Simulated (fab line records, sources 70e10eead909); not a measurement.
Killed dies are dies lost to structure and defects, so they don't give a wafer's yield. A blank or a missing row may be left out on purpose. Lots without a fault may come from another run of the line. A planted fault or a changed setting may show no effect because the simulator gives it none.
Chamber matching | flow nand_harc | NHARC_A_CONTACT_ETCH_106 on rie_diel-02: 4 sister chambers
The step etches the open film in CF4/O2, target depth 90 nm, overetch 9 nm, time 49.5 s. 8 wafers are shown with their chamber, then 12 later ones without.

WAFERS WITH THEIR CHAMBER
wafer  | chamber | showerhead_plenum_p_Torr (Torr) | drypump_motor_current_A (A)
L082.6 | 1       | 1.32                            | 6.6
L083.2 | 2       | 1.33                            | 6.4
L083.4 | 3       | 1.25                            | 6.6
L085.1 | 2       | 1.32                            | 6.4
L085.2 | 1       | 1.32                            | 6.6
L091.2 | 3       | 1.24                            | 6.6
L091.4 | 0       | 1.40                            | 6.2
L091.5 | 0       | 1.40                            | 6.1

WAFERS WITHOUT THEIR CHAMBER
wafer  | showerhead_plenum_p_Torr (Torr) | drypump_motor_current_A (A)
L092.4 | 1.24                            | 6.6
L092.5 | 1.24                            | 6.6
L092.6 | 1.40                            | 6.2
L093.2 | 1.40                            | 6.1
L093.4 | 1.32                            | 6.4
L093.6 | 1.40                            | 6.1
L097.1 | 1.24                            | 6.6
L097.2 | 1.31                            | 6.6
L097.3 | 1.32                            | 6.4
L096.3 | 1.31                            | 6.6
L096.5 | 1.24                            | 6.6
L096.6 | 1.32                            | 6.4

WHICH CHAMBER EACH WENT THROUGH
wafer  | from the rows above | in truth
L092.4 | 3                   | 3
L092.5 | 3                   | 3
L092.6 | 0                   | 0
L093.2 | 0                   | 0
L093.4 | 2                   | 2
L093.6 | 0                   | 0
L097.1 | 3                   | 3
L097.2 | 1                   | 1
L097.3 | 2                   | 2
L096.3 | 1                   | 1
L096.5 | 3                   | 3
L096.6 | 2                   | 2
Placed correctly: 12 of 12. Can't be placed from these rows: 0. Placed wrongly: 0.
How it was worked out, from the rows above alone: a wafer's distance from a chamber is the root of the sum, over the readings, of the square of ((its reading less the chamber's mean) divided by the reading's scatter). The wafer belongs to the nearest chamber; if the next one is less than 2 further off, it can't be placed. A chamber's mean is the mean of its shown wafers. The scatter: the root of (the sum of the squares of (reading less its chamber's mean) over the shown wafers, divided by (wafers less chambers)).
